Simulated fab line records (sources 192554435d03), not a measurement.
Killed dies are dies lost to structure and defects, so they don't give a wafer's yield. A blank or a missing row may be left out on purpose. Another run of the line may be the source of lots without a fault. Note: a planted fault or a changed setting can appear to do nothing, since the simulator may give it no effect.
Split-lot experiment -- flow n5 finfet -- 21 wafers read from 7 lots, route of 1938 steps

ABOUT THE SPLIT
At N5_PMOS_HMC_CHANNEL_EPI_EXPOSE_06 (exposes mask PMOS HMC BLK, target cd 240 nm), the setting dose mj was moved away from the recipe's 41 on 7 of the 21 wafers read, by -4.2% to +6.0%. The other wafers ran this setting at the recipe's value.

FROM THE SPLIT TO THE READING: what the file shows between them, 2 steps
- N5_PMOS_HMC_CHANNEL_EPI_PEB_07: peb time 60 s
- N5_PMOS_HMC_CHANNEL_EPI_DEVELOP_08: develop time 30 s

THE READING
Shown in nm: cd nm at N5_PMOS_HMC_CHANNEL_EPI_CD_MEAS_09, with target cd 237.4 nm. Typical for fault-free wafers on this fab line: 237.3 nm, with standard deviation 1.1 nm.

wafer,"tool, chamber at the split",dose mj as run,against the recipe,"cd nm, nm",against lot-mates on the recipe
L075.1,"arfi scanner-02, 0",41,recipe,236.9,-
L075.2,"arfi scanner-02, 0",39.27,-4.2%,232.3,-4.6
L075.6,"arfi scanner-02, 0",39.27,-4.2%,234.0,-2.9
L081.1,"arfi scanner-03, 0",41,recipe,237.0,-
L081.3,"arfi scanner-03, 0",41,recipe,238.1,-
L081.6,"arfi scanner-03, 0",41,recipe,236.9,-
L082.1,"arfi scanner-01, 0",41,recipe,237.0,-
L082.3,"arfi scanner-01, 0",41,recipe,238.1,-
L082.5,"arfi scanner-01, 0",41,recipe,237.9,-
L083.2,"arfi scanner-03, 0",43.47,+6.0%,241.8,+4.7
L083.4,"arfi scanner-03, 0",41,recipe,237.1,-
L083.6,"arfi scanner-03, 0",43.47,+6.0%,242.1,+5.0
L084.2,"arfi scanner-02, 0",41,recipe,238.2,-
L084.5,"arfi scanner-02, 0",41,recipe,236.7,-
L084.6,"arfi scanner-02, 0",41.83,+2.0%,238.1,+0.7
L087.3,"arfi scanner-03, 0",42.59,+3.9%,241.4,+1.8
L087.4,"arfi scanner-03, 0",41,recipe,239.6,-
L087.5,"arfi scanner-03, 0",42.59,+3.9%,242.5,+2.9
L089.1,"arfi scanner-02, 0",41,recipe,237.5,-
L089.5,"arfi scanner-02, 0",41,recipe,237.1,-
L089.6,"arfi scanner-02, 0",41,recipe,236.9,-

THE FIT
A straight line over all 21 wafers: cd nm changes by +0.896 nm for each +1% of dose mj; r = +0.93; the points scatter about the line by 0.92 nm.
The same after taking each lot's own level away (the mean of its wafers on the recipe; 21 wafers): +0.783 nm for each +1%; r = +0.96; scatter 0.6 nm.
On that fit, the largest move of dose mj shifts the reading by 4.7 nm.
From 236.90 to 239.60 nm: that is the span of the lots' own levels, equal to 2.5 times the standard deviation above.
In other words, the slope is changed by the lot-to-lot level; the two fits disagree.
Check: for one of the wafers moved furthest among these (+6.0%), held out of the fit, the line's prediction against its lot-mates is +4.53 nm. Against them it came out at +4.7 nm.

THE OTHER SPLITS THESE WAFERS WENT THROUGH
These wafers also went through other splits before the reading. Each is held against what the fit with the lots' levels taken away leaves over:
other split on the same wafers,wafers away from the commonest value,r with cd nm (lot level and that fit taken away)
N5_ZERO_LAYER_DEVELOP_10 develop time s,7,+0.33

THE WHOLE CHAIN: every reading that the file lists as answering this split, in the file's order
step,what it does,reading,change (the file's fit),r (the file's)
N5_PMOS_HMC_CHANNEL_EPI_CD_MEAS_09,target cd 237.4 nm,cd nm,+0.758 nm for each +1% of the setting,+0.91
N5_PMOS_HMC_CHANNEL_EPI_DESCUM_14,"chemistry O2, time 7.9 s","PMOS_HMC_CHANNEL_EPI.cd nm (the simulator's own value, which no gauge read)",+0.733 nm for each +1% of the setting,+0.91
N5_PMOS_HMC_CHANNEL_EPI_ETCH_32,"etches BARC in N2/H2, stops on SiO2, target depth 85.8 nm, time 50.3 s","PMOS_HMC_CHANNEL_EPI.cd nm (the simulator's own value, which no gauge read)",+0.669 nm for each +1% of the setting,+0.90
N5_PMOS_HMC_CHANNEL_EPI_HM_OPEN_15,"chemistry CHF3/O2, target SiO2, target depth 40.6 nm, time 20.3 s","PMOS_HMC_CHANNEL_EPI.cd nm (the simulator's own value, which no gauge read)",+0.684 nm for each +1% of the setting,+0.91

FILE'S OWN FIT
cd nm changes by +0.758 nm for each +1% of dose mj, r = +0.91.
